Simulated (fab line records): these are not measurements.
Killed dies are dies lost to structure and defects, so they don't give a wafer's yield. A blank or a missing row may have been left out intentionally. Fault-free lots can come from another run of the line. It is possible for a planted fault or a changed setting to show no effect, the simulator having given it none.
Chamber matching / flow nandHarc / NHARC_A_WL_FILL_STRIP_29 on rieDiel-13: 4 sister chambers
The step strips in O2, time 20 s. 4 wafers are shown with their chamber, then 11 later ones without.

WAFERS, EACH WITH ITS CHAMBER
wafer=L079.6; chamber=0; showerheadPlenumPTorr (Torr)=3.69
wafer=L085.2; chamber=1; showerheadPlenumPTorr (Torr)=3.61
wafer=L085.6; chamber=3; showerheadPlenumPTorr (Torr)=3.48
wafer=L090.1; chamber=2; showerheadPlenumPTorr (Torr)=3.65

WAFERS WHOSE CHAMBER IS MISSING
wafer=L090.4; showerheadPlenumPTorr (Torr)=3.47
wafer=L090.5; showerheadPlenumPTorr (Torr)=3.65
wafer=L091.1; showerheadPlenumPTorr (Torr)=3.65
wafer=L091.3; showerheadPlenumPTorr (Torr)=3.61
wafer=L091.4; showerheadPlenumPTorr (Torr)=3.48
wafer=L088.1; showerheadPlenumPTorr (Torr)=3.61
wafer=L088.3; showerheadPlenumPTorr (Torr)=3.65
wafer=L088.6; showerheadPlenumPTorr (Torr)=3.61
wafer=L094.1; showerheadPlenumPTorr (Torr)=3.47
wafer=L094.2; showerheadPlenumPTorr (Torr)=3.61
wafer=L094.4; showerheadPlenumPTorr (Torr)=3.69

THE CHAMBER EACH PASSED THROUGH
wafer=L090.4; from the rows above=3; in truth=3
wafer=L090.5; from the rows above=2; in truth=2
wafer=L091.1; from the rows above=2; in truth=2
wafer=L091.3; from the rows above=1; in truth=1
wafer=L091.4; from the rows above=3; in truth=3
wafer=L088.1; from the rows above=1; in truth=1
wafer=L088.3; from the rows above=2; in truth=2
wafer=L088.6; from the rows above=1; in truth=1
wafer=L094.1; from the rows above=3; in truth=3
wafer=L094.2; from the rows above=1; in truth=1
wafer=L094.4; from the rows above=0; in truth=0
Correct placement for 11 of the 11. From these rows, 0 cannot be placed. Wrongly placed: 0.
How it was worked out, from the rows above alone: a wafer's distance from a chamber is the root of the sum, over the readings, of the square of ((its reading less the chamber's mean) divided by the reading's scatter). If the next closest chamber is less than 2 further off than the closest, the wafer can't be placed; otherwise it belongs to the closest. For every chamber, the mean is computed from those of its wafers that are shown. The scatter: with one shown wafer a chamber, the root of the mean of the squares of how far each hidden wafer lies from its nearest shown one.
